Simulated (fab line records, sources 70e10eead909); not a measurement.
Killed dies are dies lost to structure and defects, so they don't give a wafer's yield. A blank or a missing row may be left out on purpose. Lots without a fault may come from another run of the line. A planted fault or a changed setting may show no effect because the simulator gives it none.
Chamber matching | flow nand_harc | NHARC_A_STAIRCASE_STRIP_476 on rie_diel-11: 4 sister chambers
The step strips in O2, time 20 s. 8 wafers are shown with their chamber, then 9 later ones without.

WAFERS WITH THEIR CHAMBER
wafer  | chamber | drypump_motor_current_A (A) | showerhead_plenum_p_Torr (Torr)
L074.2 | 3       | 5.9                         | 3.49
L080.3 | 2       | 6.5                         | 3.57
L080.4 | 3       | 5.9                         | 3.48
L081.2 | 0       | 6.0                         | 3.56
L081.5 | 1       | 5.2                         | 3.32
L085.1 | 1       | 5.2                         | 3.32
L085.2 | 2       | 6.5                         | 3.57
L085.6 | 0       | 6.1                         | 3.56

WAFERS WITHOUT THEIR CHAMBER
wafer  | drypump_motor_current_A (A) | showerhead_plenum_p_Torr (Torr)
L094.2 | 6.1                         | 3.54
L094.3 | 5.9                         | 3.46
L094.4 | 6.5                         | 3.55
L095.2 | 5.9                         | 3.46
L095.4 | 6.5                         | 3.55
L095.5 | 5.2                         | 3.31
L096.1 | 5.9                         | 3.46
L096.3 | 6.1                         | 3.54
L096.4 | 5.2                         | 3.31

WHICH CHAMBER EACH WENT THROUGH
wafer  | from the rows above | in truth
L094.2 | 0                   | 0
L094.3 | 3                   | 3
L094.4 | 2                   | 2
L095.2 | 3                   | 3
L095.4 | 2                   | 2
L095.5 | 1                   | 1
L096.1 | 3                   | 3
L096.3 | 0                   | 0
L096.4 | 1                   | 1
Placed correctly: 9 of 9. Can't be placed from these rows: 0. Placed wrongly: 0.
How it was worked out, from the rows above alone: a wafer's distance from a chamber is the root of the sum, over the readings, of the square of ((its reading less the chamber's mean) divided by the reading's scatter). The wafer belongs to the nearest chamber; if the next one is less than 2 further off, it can't be placed. A chamber's mean is the mean of its shown wafers. The scatter: the root of (the sum of the squares of (reading less its chamber's mean) over the shown wafers, divided by (wafers less chambers)).
